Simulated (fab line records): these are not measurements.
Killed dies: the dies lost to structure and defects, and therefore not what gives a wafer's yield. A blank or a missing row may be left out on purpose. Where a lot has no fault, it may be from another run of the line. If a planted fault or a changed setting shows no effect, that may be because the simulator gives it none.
Chamber matching | flow n5 finfet | rie diel-05 running N5_WELL_APT_DESCUM_13: 4 sister chambers
The step chemistry O2, time 7.9 s. 14 wafers are shown with their chamber, then 7 later ones without.

## WAFERS PAIRED WITH THEIR CHAMBERS
wafer  | chamber | throttle valve pct (%) | drypump motor current A (A) | showerhead plenum p Torr (Torr)
L077.3 | 1       | 20.0                   | 6.7                         | 2.13
L077.4 | 0       | 20.2                   | 6.5                         | 2.11
L077.6 | 0       | 20.2                   | 6.4                         | 2.11
L079.1 | 2       | 20.7                   | 6.3                         | 2.09
L079.2 | 1       | 20.0                   | 6.7                         | 2.13
L079.4 | 3       | 20.2                   | 5.5                         | 2.06
L083.1 | 3       | 20.3                   | 5.4                         | 2.05
L083.4 | 1       | 20.0                   | 6.6                         | 2.13
L083.5 | 0       | 20.2                   | 6.4                         | 2.10
L084.3 | 1       | 20.0                   | 6.7                         | 2.12
L084.5 | 1       | 20.0                   | 6.7                         | 2.12
L084.6 | 0       | 20.2                   | 6.4                         | 2.10
L088.2 | 0       | 20.3                   | 6.4                         | 2.10
L088.5 | 2       | 20.7                   | 6.2                         | 2.09

SIGNATURES (averages over the wafers above)
reading                  | chamber 0 | chamber 1 | chamber 2 | chamber 3 | scatter within a chamber
throttle valve pct       | 20.220    | 20.000    | 20.700    | 20.250    | 0.0361
drypump motor current A  | 6.420     | 6.680     | 6.250     | 5.450     | 0.051
showerhead plenum p Torr | 2.1040    | 2.1260    | 2.0900    | 2.0550    | 0.00539
Rule: for each reading, subtract the chamber's mean from the wafer's reading, divide by that reading's scatter and square the result; add these up over the readings and take the root, which gives the wafer's distance from the chamber. If the next closest chamber is less than 2 further off than the closest, the wafer can't be placed; otherwise it belongs to the closest. The scatter: the root of (the sum of the squares of (reading less its chamber's mean) over the shown wafers, divided by (wafers less chambers)).

## WAFERS WHOSE CHAMBER IS MISSING
wafer  | throttle valve pct (%) | drypump motor current A (A) | showerhead plenum p Torr (Torr)
L088.6 | 20.3                   | 5.5                         | 2.05
L089.4 | 20.8                   | 6.2                         | 2.09
L089.5 | 20.3                   | 6.4                         | 2.10
L089.6 | 20.0                   | 6.7                         | 2.12
L090.1 | 20.7                   | 6.2                         | 2.09
L090.3 | 20.3                   | 6.4                         | 2.10
L090.5 | 20.7                   | 6.2                         | 2.09

## THE CHAMBER EACH PASSED THROUGH
wafer  | from the rows above | in truth
L088.6 | 3                   | 3
L089.4 | 2                   | 2
L089.5 | 0                   | 0
L089.6 | 1                   | 1
L090.1 | 2                   | 2
L090.3 | 0                   | 0
L090.5 | 2                   | 2
7 of 7 placed correctly. From these rows, 0 cannot be placed. Number placed wrongly: 0.
